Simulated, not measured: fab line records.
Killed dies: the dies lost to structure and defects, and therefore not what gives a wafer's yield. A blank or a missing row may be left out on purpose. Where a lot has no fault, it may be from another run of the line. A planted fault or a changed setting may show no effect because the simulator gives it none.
Matching of chambers ; flow nandHarc ; 4 sister chambers for NHARC_THIN_TSV_ETCHBACK_48 on rieDiel-10
The step etches the open film in C4F8/Ar, target depth 1028.5 nm, time 405.17 s. 8 wafers are shown with their chamber, then 8 later ones without.

## WAFERS WITH THEIR CHAMBER
wafer;chamber;rfVppV (V);oesProductAu (a.u.)
L922.6;0;543;0.93
L928.2;1;547;1.00
L928.5;3;551;1.01
L928.6;2;547;1.00
L925.1;3;549;1.01
L925.4;1;548;1.01
L925.5;0;544;1.02
L927.1;2;545;0.98

## WAFERS WITHOUT THEIR CHAMBER
wafer;rfVppV (V);oesProductAu (a.u.)
L927.2;548;1.01
L927.3;544;1.01
L929.1;547;0.97
L929.3;543;0.99
L929.5;540;0.99
L930.1;543;0.94
L930.5;546;0.92
L930.6;551;0.94

## WHICH CHAMBER EACH ONE RAN IN
wafer;from the rows above;in truth
L927.2;can't be placed: 1 or 3 or 2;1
L927.3;can't be placed: 0 or 2 or 1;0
L929.1;can't be placed: 2 or 1 or 3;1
L929.3;0;0
L929.5;0;0
L930.1;can't be placed: 0 or 2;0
L930.5;can't be placed: 2 or 0 or 1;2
L930.6;can't be placed: 3 or 1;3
Correct placement for 2 of the 8. These rows do not allow placing 6 (true chamber among the candidates in 6). Placed wrongly: 0.
How it was worked out, from the rows above alone: a wafer's distance from a chamber is the root of the sum, over the readings, of the square of ((its reading less the chamber's mean) divided by the reading's scatter). The wafer belongs to the nearest chamber; if the next one is less than 2 further off, it can't be placed. The mean given for a chamber averages the wafers shown for that chamber. The scatter: the root of (the sum of the squares of (reading less its chamber's mean) over the shown wafers, divided by (wafers less chambers)).
